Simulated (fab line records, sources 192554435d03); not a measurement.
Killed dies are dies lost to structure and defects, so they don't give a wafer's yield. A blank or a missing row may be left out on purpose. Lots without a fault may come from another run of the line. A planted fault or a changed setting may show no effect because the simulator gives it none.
Which tool did it? | flow n5_finfet | 22 lots, 66 wafers sampled, at 2 steps of a route of 1938

WHAT THE GAUGES READ, wafer by wafer
N5_SDB_CD_MEAS_11: target cd 50 nm.
lot  | measured    | on        | cd_nm (nm)
L074 | day 3 17:42 | cd_sem-03 | 48.8 50.1 48.9
L075 | day 3 22:16 | cd_sem-03 | 49.0 49.1 49.6
L076 | day 4 05:04 | cd_sem-01 | 49.0 49.5 49.9
L077 | day 4 11:53 | cd_sem-02 | 50.2 51.7 50.6
L078 | day 4 20:28 | cd_sem-03 | 51.9 51.0 51.7
L079 | day 4 22:46 | cd_sem-03 | 50.2 50.4 49.5
L081 | day 5 09:51 | cd_sem-01 | 50.2 50.0 50.6
L082 | day 5 16:08 | cd_sem-03 | 49.6 49.8 51.2
L083 | day 5 22:47 | cd_sem-02 | 49.4 49.2 49.5
L085 | day 6 17:21 | cd_sem-02 | 50.7 50.1 51.2
L086 | day 7 03:29 | cd_sem-01 | 51.2 48.9 49.6
L087 | day 7 20:58 | cd_sem-02 | 51.3 49.3 50.1
L088 | day 7 21:08 | cd_sem-03 | 49.5 47.7 48.9
L089 | day 7 23:10 | cd_sem-03 | 48.9 49.4 49.6
L090 | day 8 02:55 | cd_sem-01 | 48.7 49.2 48.6
L091 | day 8 03:56 | cd_sem-03 | 51.6 50.1 50.5
L092 | day 8 07:18 | cd_sem-01 | 51.5 50.9 50.7
L093 | day 8 14:38 | cd_sem-02 | 50.0 50.8 50.1
L094 | day 8 17:47 | cd_sem-03 | 50.3 51.3 51.2
L095 | day 9 00:55 | cd_sem-02 | 50.4 51.4 50.3
L096 | day 9 06:17 | cd_sem-02 | 49.3 48.0 48.4
L097 | day 9 17:54 | cd_sem-01 | 49.3 49.9 50.5

WHICH TOOL RAN EACH LOT (tool, then ch and the chambers of the sampled wafers, then the start)
lot  | N5_SD_EPI_P_ETCHBACK_46
L074 | rie_diel-03 ch 2,3, day 3 06:34
L075 | rie_diel-04 ch 1,2,3, day 3 11:35
L076 | rie_diel-04 ch 0,1, day 3 18:17
L077 | rie_diel-01 ch 0,1,3, day 4 01:00
L078 | rie_diel-01 ch 0,2,3, day 4 09:36
L079 | rie_diel-01 ch 0,3, day 4 11:14
L081 | rie_diel-04 ch 1,2,3, day 4 22:43
L082 | rie_diel-01 ch 0,2, day 5 05:09
L083 | rie_diel-01 ch 0,1,3, day 5 11:31
L085 | rie_diel-01 ch 1,2,3, day 6 06:16
L086 | rie_diel-01 ch 1,2, day 6 15:50
L087 | rie_diel-03 ch 1,2,3, day 6 19:38
L088 | rie_diel-01 ch 0,1,3, day 6 23:07
L089 | rie_diel-01 ch 1,2,3, day 7 04:13
L090 | rie_diel-04 ch 1,2, day 7 14:14
L091 | rie_diel-01 ch 0,1, day 7 17:15
L092 | rie_diel-01 ch 1,2, day 7 18:57
L093 | rie_diel-03 ch 1,2,3, day 8 02:53
L094 | rie_diel-04 ch 0,1,2, day 8 05:40
L095 | rie_diel-04 ch 0,1,2, day 8 13:11
L096 | rie_diel-04 ch 1,3, day 8 18:36
L097 | rie_diel-01 ch 1,2, day 9 07:14
- N5_SD_EPI_P_ETCHBACK_46: etches SiNx in CH3F/O2, stops on SiO2, target depth 17.5 nm.

WHAT THE TOOLS THEMSELVES READ (means of the sampled wafers that have a number; where no wafer has one, the mark that the record gives instead)
N5_SD_EPI_P_ETCHBACK_46.
lot  | tool        | O2_flow_sccm (sccm) | drypump_motor_current_A (A) | oes_product_au (a.u.) | rf_vpp_V (V) | showerhead_plenum_p_Torr (Torr) | throttle_valve_pct (%)
L074 | rie_diel-03 | 19.97               | 5.5                         | 0.61                  | 295          | 2.01                            | 16.43
L075 | rie_diel-04 | 19.98               | 5.7                         | 0.70                  | 295          | 1.94                            | 16.06
L076 | rie_diel-04 | 19.95               | 5.7                         | 0.65                  | 294          | 1.89                            | 16.23
L077 | rie_diel-01 | 19.94               | 5.5                         | 0.68                  | 295          | 2.02                            | 16.23
L078 | rie_diel-01 | 19.96               | 5.3                         | 0.66                  | 300          | 2.01                            | 16.29
L079 | rie_diel-01 | 20.03               | 5.4                         | 0.65                  | 300          | 2.06                            | 16.27
L081 | rie_diel-04 | 19.99               | 5.7                         | 0.68                  | 294          | 1.94                            | 16.07
L082 | rie_diel-01 | 20.04               | 5.0                         | 0.63                  | 296          | 1.97                            | 16.39
L083 | rie_diel-01 | 19.98               | 5.4                         | 0.67                  | 295          | 2.02                            | 16.25
L085 | rie_diel-01 | 20.00               | 5.5                         | 0.69                  | 298          | 2.00                            | 16.17
L086 | rie_diel-01 | 19.98               | 5.6                         | 0.72                  | 293          | 1.95                            | 16.12
L087 | rie_diel-03 | 19.98               | 5.7                         | 0.59                  | 300          | 2.03                            | 16.54
L088 | rie_diel-01 | 19.96               | 5.4                         | 0.66                  | 295          | 2.01                            | 16.25
L089 | rie_diel-01 | 20.00               | 5.5                         | 0.69                  | 297          | 2.00                            | 16.18
L090 | rie_diel-04 | 19.95               | 5.9                         | 0.69                  | 294          | 1.91                            | 16.04
L091 | rie_diel-01 | 20.02               | 5.2                         | 0.81                  | 292          | 1.97                            | 16.02
L092 | rie_diel-01 | 19.96               | 5.6                         | 0.71                  | 293          | 1.95                            | 16.14
L093 | rie_diel-03 | 20.05               | 5.7                         | 0.67                  | 300          | 2.02                            | 16.39
L094 | rie_diel-04 | 19.99               | 5.9                         | 0.67                  | 296          | 1.95                            | 16.21
L095 | rie_diel-04 | 20.06               | 5.9                         | 0.67                  | 296          | 1.95                            | 16.22
L096 | rie_diel-04 | 19.96               | 5.4                         | 0.61                  | 292          | 1.88                            | 16.25
L097 | rie_diel-01 | 20.03               | 5.5                         | 0.70                  | 292          | 1.94                            | 16.15

THE ANSWER, worked out from the rows above alone
Rule: what is usual is taken from the lots themselves. Put in order of their means at a reading, lots are off if they are a third of the lots or fewer, leave a main group of 4 or more, and stand apart from it by a gap of 3 or more times the standard deviation of the main group's means; of several such gaps the widest counts. A main group whose means are all the same, to the digits that the tables above print for the reading, isn't used. A lot without any number at a reading at which 4 lots or more have one is off too. The other lots that the step has rows for count as sound. The gauges are gone through in route order, then the tools' own readings, and for those a lot's mean is taken as printed above. The first step at which some lot is off is used, and at that step the reading that is off furthest; a lot without a number counts as furthest.
No lot is off at any reading shown: from this, nothing can be told.

WHAT THE SIMULATOR HAD PUT IN
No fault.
